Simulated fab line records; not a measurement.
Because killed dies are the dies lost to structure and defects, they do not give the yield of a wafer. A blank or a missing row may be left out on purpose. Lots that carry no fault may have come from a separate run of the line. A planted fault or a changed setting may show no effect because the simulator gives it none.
Problem report in the 8D (eight disciplines) form, filled by code    flow nandHarc    the parts of the form that need people (team, actions taken, sign-off) are left out

== 1. THE PROBLEM ==
A mean of 55.6 s is read at NHARC_A_M1_ETCH_35 for runLengthS, taken on 1 wafer of 1 lot, against 65.2 s (standard deviation 0.49) on wafers free of any fault. Relative to the usual mean, that is a shift of -20 standard deviations.
The step: etches the open film in N2/H2, target depth 40 nm, overetch 12 nm, time 43.94 s.
First observed at day 22 10:02: wafer L678.1, on rieDiel-02. At this step, 33 wafers from 11 lots have a number in the record. The rule behind "out" and "out of limits": a value lying over 4 standard deviations away from the usual mean. The rest of the wafers with a number are treated as sound.

== 2. WHAT IT IS; WHAT IT IS NOT ==
question                     is                 is not
which readings at this step  runLengthS         drypumpMotorCurrentA, rfVppV, showerheadPlenumPTorr, throttleValvePct
which lots                   L678               L662, L664, L665, L666, L668, L669, L671, L673, L676, L677
which wafers of those lots   L678.1             L678.3, L678.6
read on which tools          rieDiel-02         rieDiel-03, rieDiel-11
when                         from day 22 10:02  up to then (32 sound wafers)

== 3. SUSPECTS, AND WHAT RULES EACH OUT ==
Counting: any tool at a process step up to the reading remains a suspect provided it ran every lot that is out. Sound lots after the first of them don't rule it out here, since some wafers of a struck lot are sound.
- rieDiel-05 at NHARC_A_M0_STRIP_18 (strips in N2/H2): kept. It ran the lot that is out, L678 (day 22 05:46).
- pvdSputter-03 at NHARC_A_M0_DEGAS_28 (time 60 s): kept. It processed L678, the lot that is out, at day 22 06:17, and its most recent sound lot before then was L677 at day 21 16:26.
- rieDiel-02 at NHARC_A_M1_ETCH_35 (etches the open film in N2/H2, target depth 40 nm, overetch 12 nm, time 43.94 s): kept. It processed L678, the lot that is out, at day 22 10:02, and its most recent sound lot before then was L676 at day 21 22:37. Out on those wafers are its own readings of runLengthS.
- rieDiel-02, NHARC_A_M1_ETCH_35: wafers that are out in chamber 0, sound lot-mates in chambers 2, 3.
rieDiel-05 at NHARC_A_M0_STRIP_18, pvdSputter-03 at NHARC_A_M0_DEGAS_28 and rieDiel-02 at NHARC_A_M1_ETCH_35 are what is left after counting.

== 4. THE CAUSE (what the simulator had put in) ==
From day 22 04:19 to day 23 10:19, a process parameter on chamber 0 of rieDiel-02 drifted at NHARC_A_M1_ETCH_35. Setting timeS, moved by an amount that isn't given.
Of the 3 suspects that counting leaves, this tool is one.

== 5. SEQUENCE OF EFFECTS, ordered by route ==
Each row: a reading where the mean over the struck wafers with a number is more than 3 standard deviations away from the usual. Only readings whose record carries a usual standard deviation are examined. hours: median over the lots of the time between each lot's start at the first step of this table that gives one and its start at this step. sigmas: the change, counted in usual standard deviations.
hours  step                reading     usual   on struck wafers  change  sigmas
0      NHARC_A_M1_ETCH_35  runLengthS  65.2 s  55.6              -9.6    -20
It contains these process steps:
- NHARC_A_M1_ETCH_35: etches the open film in N2/H2, target depth 40 nm, overetch 12 nm, time 43.94 s.
Later measuring or inspecting steps at which every struck wafer that the step has a row for has a number for every such reading, and none has moved that far: NHARC_END_SORT_01.

== 6. WHAT WOULD HAVE CAUGHT IT SOONER ==
In this record no reading fell out of limits until day 22 10:02, 6 hours after the fault had begun at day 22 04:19.
